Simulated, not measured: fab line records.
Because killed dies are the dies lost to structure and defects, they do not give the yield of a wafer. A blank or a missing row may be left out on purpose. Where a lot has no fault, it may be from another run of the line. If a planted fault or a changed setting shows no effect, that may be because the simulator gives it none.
Comparing a struck lot with a sound one + flow n5-finfet + 38 out of 1938 route steps
Sound: wafers L806.4, L806.5, L806.6. Struck: wafer L808.2 (left out: L808.1, L808.4 of the same lot, which were not struck); the cause appears at the end.
Each step with rows lists, per side, the tool, then ch with its chambers, then its first start. Under that, the readings that differ: sound wafers + struck wafers + difference of the means + sigmas: that difference in standard deviations of wafers without a fault.
alike: same words and numbers on both sides, and readings whose means sit less than 2 such deviations apart. not compared: any withheld reading, any reading some wafer has no value for, any bound like >300 that may hide the same value, and any number with overlapping values for which the record gives no deviation.
The two part at a step that has a row with sigmas, a row that says differs or no value, or rows on one side only. Numbers that have no deviation but don't overlap get no sigmas and don't part them. A reading missing from all wafers of one side parts the sides only when that side holds two or more wafers.

first, 9 steps without rows for these wafers: N5_BEOL_M4_ANNEAL_95 (time 240 s); N5_BEOL_M4_SPUTTER_96 (material Cu, target thk 4.5 nm, time 8.29 s); N5_BEOL_M4_ECD_50 (material Cu, target thk 300 nm); N5_BEOL_M4_ANNEAL_51 (time 90 s); N5_BEOL_M4_CMP_52 (polishes, stops on SiOC, t overpolish 6.8 s, target thk 40 nm); N5_BEOL_M4_PRE_CLEAN_60 (time 15 s); N5_BEOL_M4_CO_CAP_55 (material Co, precursor CCTBA/H2, target thk 2 nm, time 102.1 s); N5_BEOL_M4_PRE_CLEAN_56 (time 15 s); N5_BEOL_M4_DEP_57 (deposits SiCN from 3MS/NH3, target thk 8 nm, time 14 s).
N5_BEOL_M4_RC_MEAS_101:
  sound on prober-02 ch 0, day 8 13:43; struck on prober-01 ch 0, day 9 03:48
  alike: DIBL_N, DIBL_P, IOFF_N, IOFF_P, ION_N, ION_P, SS_N, SS_P, VT_N, VT_P
then, 24 steps without rows for these wafers: N5_BEOL_M5_ILD_DEP_00 (deposits SiCOH lowk from DEMS/porogen, target thk 140.64 nm, time 25.9 s); N5_BEOL_M5_CURE_79 (cures SiCOH lowk, time 240 s); N5_BEOL_M5_PECVD_70 (deposits SiO2 from TEOS/O2, target thk 16 nm, time 18 s); N5_BEOL_M5_HM_DEP_02 (deposits TiN, target thk 20 nm); N5_BEOL_M5_COAT_59 (time 60 s, resist thk 60 nm); N5_BEOL_M5_COAT_60 (time 60 s, resist thk 12 nm); N5_BEOL_M5_COAT_71 (time 60 s, resist thk 5 nm); N5_BEOL_M5_COAT_05 (resist thk 30 nm); N5_BEOL_M5_EBR_07; N5_BEOL_M5_SOFTBAKE_06 (time 60 s); N5_BEOL_M5_EXPOSE_08 (exposes mask M5, target cd 28 nm); N5_BEOL_M5_PEB_09 (peb time 60 s); N5_BEOL_M5_DEVELOP_10 (develop time 30 s); N5_BEOL_M5_DESCUM_16 (chemistry O2, time 7 s); N5_BEOL_M5_ETCH_72 (etches underlayer in N2/H2, target depth 6.5 nm, time 5.2 s); N5_BEOL_M5_ETCH_61 (etches SiARC in CF4, target depth 15.6 nm, time 26 s); N5_BEOL_M5_ETCH_62 (etches SOC in N2/H2, target depth 75 nm, overetch 15 nm, time 112.5 s); N5_BEOL_M5_STRIP_63 (strips in N2/H2); N5_BEOL_M5_STRIP_73 (strips in N2/H2); N5_BEOL_M5_STRIP_64 (strips in CF4); N5_BEOL_M5_HM_OPEN_17 (chemistry Cl2/BCl3, target TiN, target depth 20 nm, overetch 6 nm); N5_BEOL_M5_STRIP_19 (strips in O2); N5_BEOL_M5_COAT_65 (time 60 s, resist thk 60 nm); N5_BEOL_M5_COAT_66 (time 60 s, resist thk 12 nm).
-- the record jumps here: 2 days lie between the struck wafers' starts before and after (it left off in module BEOL_M5 and takes up again in module BEOL_M11, whose first step shown is number 1596 of the route) --
N5_BEOL_M11_CMP_52: polishes, stops on SiCOH lowk, t overpolish 7 s, target thk 140 nm.
  sound on cmp-03 ch 1,2,3, day 10 22:47; struck on cmp-03 ch 3, day 11 10:37
| reading                      | sound             | struck | difference | sigmas      |
|------------------------------|-------------------|--------|------------|-------------|
| barrier-field-endpoint-s (s) | 30.1 28.8 28.0    | 46.9   | +17.9      | +23         |
| overpolish-run-s (s)         | 6.988 7.002 7.010 | 0.050  | -6.950     | -99 or more |
| time-to-endpoint-s (s)       | 68 63 65          | 86     | +21        | +5          |
  alike: clearing-platen-rpm, motor-current-A
N5_BEOL_M11_THK_MEAS_53: measures by xrf.
  struck on film-metro-02, day 11 10:55; sound on film-metro-01, day 10 23:01
| reading      | sound       | struck | difference | sigmas |
|--------------|-------------|--------|------------|--------|
| M11_THK (nm) | 143 140 136 | 246    | +106       | +32    |
N5_BEOL_M11_INSPECT_58: inspects for defects (darkfield).
  struck on defect-inspect-01, day 11 11:06; sound on defect-inspect-02, day 10 23:10
| reading          | sound    | struck | difference | sigmas |
|------------------|----------|--------|------------|--------|
| raw-defect-count | 73 93 71 | 1095   | +1016      | +44    |
N5_PASSIVATION_PROBE_49:
  rows exist in the record for the struck wafers here (prober-01, day 12 20:38), but not for the sound ones

== WHERE THEY PART ==
Last at N5_PASSIVATION_PROBE_49 as far as this record goes, first at N5_BEOL_M11_CMP_52.

WHY: the cause the simulator had injected
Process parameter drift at N5_BEOL_M11_CMP_52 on cmp-03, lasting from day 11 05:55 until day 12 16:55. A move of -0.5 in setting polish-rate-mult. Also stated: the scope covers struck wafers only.
